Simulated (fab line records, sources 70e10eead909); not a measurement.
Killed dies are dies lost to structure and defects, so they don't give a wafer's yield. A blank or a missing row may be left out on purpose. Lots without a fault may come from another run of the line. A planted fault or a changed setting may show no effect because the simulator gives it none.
A struck lot beside a sound one | flow nand_harc | 15 steps out of a route of 1159
Sound: wafers L168.1, L168.4, L168.6. Struck: wafers L174.2, L174.4, L174.5. The cause comes at the end.
At each step with rows: each side's tool, then ch and its chambers, then its first start. Under that, the readings that differ: sound wafers | struck wafers | difference of the means | sigmas: that difference in standard deviations of wafers without a fault.
alike: readings whose means differ by less than 2 such deviations, and words and numbers that are the same on both sides. not compared: withheld readings, readings that some wafer has no value for, bounds like >300 that may hide the same value, and numbers for which the record gives no deviation and whose values overlap.
The two part at a step that has a row with sigmas, a row that says differs or no value, or rows on one side only. Numbers that don't overlap but have no deviation are shown without sigmas and don't part them. A reading that every wafer of one side lacks parts them only if that side has two wafers or more.

NHARC_THIN_TSV_DEP_43: deposits SiO2, target thk 1328.5 nm.
  sound on pecvd-01 ch 1,2, day 20 04:06; struck on pecvd-01 ch 0,2, day 22 17:01
  reading                      | sound             | struck            | difference | sigmas
  chamber_pressure_Torr (Torr) | 6.512 6.521 6.494 | 6.485 6.476 6.463 | -0.034     | -2
  alike: throttle_valve_pct
then, 8 steps without rows for these wafers: NHARC_THIN_TSV_DEHYDRATE_04 (time 120 s); NHARC_THIN_TSV_HMDS_05 (time 30 s); NHARC_THIN_TSV_COAT_06; NHARC_THIN_TSV_SOFTBAKE_07 (time 95 s); NHARC_THIN_TSV_EBR_08; NHARC_THIN_TSV_EXPOSE_09 (exposes mask TSV); NHARC_THIN_TSV_PEB_10 (peb time 85 s); NHARC_THIN_TSV_DEVELOP_11 (time 70 s).
NHARC_THIN_TSV_CD_MEAS_12: target cd 1000 nm.
  sound on cd_sem-03 ch 0, day 20 04:56; struck on cd_sem-02 ch 0, day 22 17:46
  alike: cd_nm
then, 1 step without rows for these wafers: NHARC_THIN_TSV_HARDBAKE_13 (time 80 s).
NHARC_THIN_TSV_DESCUM_14: chemistry O2, time 3 s.
  sound on rie_diel-08 ch 0,3, day 20 05:06; struck on rie_diel-08 ch 1,3, day 22 17:56
  alike: drypump_motor_current_A, oes_product_au, rf_vpp_V, showerhead_plenum_p_Torr, throttle_valve_pct
  not compared: rf_hours_counter_h
NHARC_THIN_TSV_ETCH_44: etches the open film in CF4/O2, target depth 1594.2 nm, time 797.1 s.
  sound on rie_diel-08 ch 0,2,3, day 20 05:14; struck on rie_diel-08 ch 1,3, day 22 18:01
  reading          | sound             | struck            | difference | sigmas
  run_length_s (s) | 818.3 818.6 818.1 | 627.0 626.5 627.1 | -191.5     | -99 or more
  alike: drypump_motor_current_A, oes_product_au, rf_vpp_V, showerhead_plenum_p_Torr, throttle_valve_pct
  not compared: rf_hours_counter_h
NHARC_THIN_TSV_ETCH_15: target depth 3000 nm, bosch target overetch cycles 2, bosch etch step 2.8 s.
  sound on rie_si-06 ch 1,2, day 20 05:46; struck on rie_si-03 ch 0,1, day 22 18:37
  alike: drypump_motor_current_A, he_backside_leak_sccm
  not compared: rf_hours_counter_h
NHARC_END_SORT_01:
  the record has rows for the struck wafers here (prober-01 ch 0, day 23 09:20) and none for the sound ones

WHERE THEY PART
First at NHARC_THIN_TSV_DEP_43; last, within this record, at NHARC_END_SORT_01.

WHY: what the simulator had put in
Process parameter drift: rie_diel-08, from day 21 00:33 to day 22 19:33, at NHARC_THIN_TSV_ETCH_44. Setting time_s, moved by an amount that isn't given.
